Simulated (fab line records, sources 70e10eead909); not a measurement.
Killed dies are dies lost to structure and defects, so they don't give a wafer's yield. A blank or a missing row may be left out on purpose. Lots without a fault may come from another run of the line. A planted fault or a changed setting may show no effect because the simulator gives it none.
Chamber matching | flow nand_harc | NHARC_A_SGD_CUT_CMP_21 on cmp-04: 4 sister chambers
The step polishes, target thk 148.19 nm. 8 wafers are shown with their chamber, then 9 later ones without.

WAFERS WITH THEIR CHAMBER
wafer  | chamber | motor_current_A (A) | time_to_endpoint_s (s)
L079.4 | 1       | 13.3                | 51
L084.4 | 1       | 13.0                | 41
L089.3 | 0       | 12.0                | 46
L089.5 | 3       | 13.2                | 47
L089.6 | 0       | 11.6                | 45
L092.2 | 2       | 11.4                | 45
L092.5 | 3       | 12.6                | 46
L092.6 | 2       | 11.9                | 46

WAFERS WITHOUT THEIR CHAMBER
wafer  | motor_current_A (A) | time_to_endpoint_s (s)
L094.1 | 12.4                | 43
L094.3 | 12.6                | 46
L094.6 | 11.2                | 46
L097.1 | 11.8                | 51
L097.2 | 12.5                | 42
L097.3 | 12.0                | 50
L096.1 | 13.4                | 48
L096.2 | 12.2                | 50
L096.6 | 12.6                | 48

WHICH CHAMBER EACH WENT THROUGH
wafer  | from the rows above               | in truth
L094.1 | can't be placed: 3 or 0 or 2 or 1 | 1
L094.3 | can't be placed: 3 or 1 or 0 or 2 | 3
L094.6 | can't be placed: 2 or 0           | 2
L097.1 | can't be placed: 0 or 2           | 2
L097.2 | can't be placed: 3 or 1 or 0 or 2 | 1
L097.3 | can't be placed: 0 or 2 or 3      | 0
L096.1 | can't be placed: 1 or 3           | 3
L096.2 | can't be placed: 0 or 2 or 3 or 1 | 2
L096.6 | can't be placed: 3 or 1 or 0 or 2 | 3
Placed correctly: 0 of 9. Can't be placed from these rows: 9 (the true chamber is among the candidates in 9). Placed wrongly: 0.
How it was worked out, from the rows above alone: a wafer's distance from a chamber is the root of the sum, over the readings, of the square of ((its reading less the chamber's mean) divided by the reading's scatter). The wafer belongs to the nearest chamber; if the next one is less than 2 further off, it can't be placed. A chamber's mean is the mean of its shown wafers. The scatter: the root of (the sum of the squares of (reading less its chamber's mean) over the shown wafers, divided by (wafers less chambers)).
